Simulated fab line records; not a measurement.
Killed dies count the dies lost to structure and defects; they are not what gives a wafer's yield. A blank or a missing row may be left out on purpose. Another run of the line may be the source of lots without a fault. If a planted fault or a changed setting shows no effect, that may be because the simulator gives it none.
Matching of chambers ; flow n5_finfet ; N5_BEOL_M3_PRE_CLEAN_60 on cvd_co-01 has 3 sister chambers
The step time 15 s. 20 wafers are shown with their chamber, then 10 later ones without.

WAFERS WITH THEIR CHAMBER
wafer;chamber;heater_power_w (W)
L076.4;0;75
L076.5;2;98
L076.6;1;89
L078.1;0;75
L078.5;0;78
L078.6;2;103
L079.1;2;102
L079.4;2;98
L079.5;1;89
L082.3;2;103
L082.5;2;99
L082.6;1;87
L086.2;2;102
L086.3;1;90
L086.6;0;74
L088.4;2;99
L088.5;0;76
L088.6;1;90
L087.1;2;99
L087.5;2;101

SIGNATURES (averages over the wafers above)
reading;chamber 0;chamber 1;chamber 2;scatter within a chamber
heater_power_w;75.60;89.00;100.40;1.74
Rule: for a wafer and a chamber, the distance is found by dividing, reading by reading, the gap between the wafer's reading and the chamber's mean by the reading's scatter, squaring, summing and taking the root. If the next closest chamber is less than 2 further off than the closest, the wafer can't be placed; otherwise it belongs to the closest. How the scatter is found: for the shown wafers, subtract from each reading the mean of its chamber, square and add these, divide the total by (wafers less chambers), then take the root.

WAFERS WITHOUT THEIR CHAMBER
wafer;heater_power_w (W)
L087.6;75
L092.1;103
L092.2;89
L092.3;76
L095.2;99
L095.5;102
L095.6;89
L097.3;76
L097.4;75
L097.5;91

THE CHAMBER EACH PASSED THROUGH
wafer;from the rows above;in truth
L087.6;0;0
L092.1;2;2
L092.2;1;1
L092.3;0;0
L095.2;2;2
L095.5;2;2
L095.6;1;1
L097.3;0;0
L097.4;0;0
L097.5;1;1
Correctly placed: 10 of 10. From these rows, 0 cannot be placed. Number placed wrongly: 0.
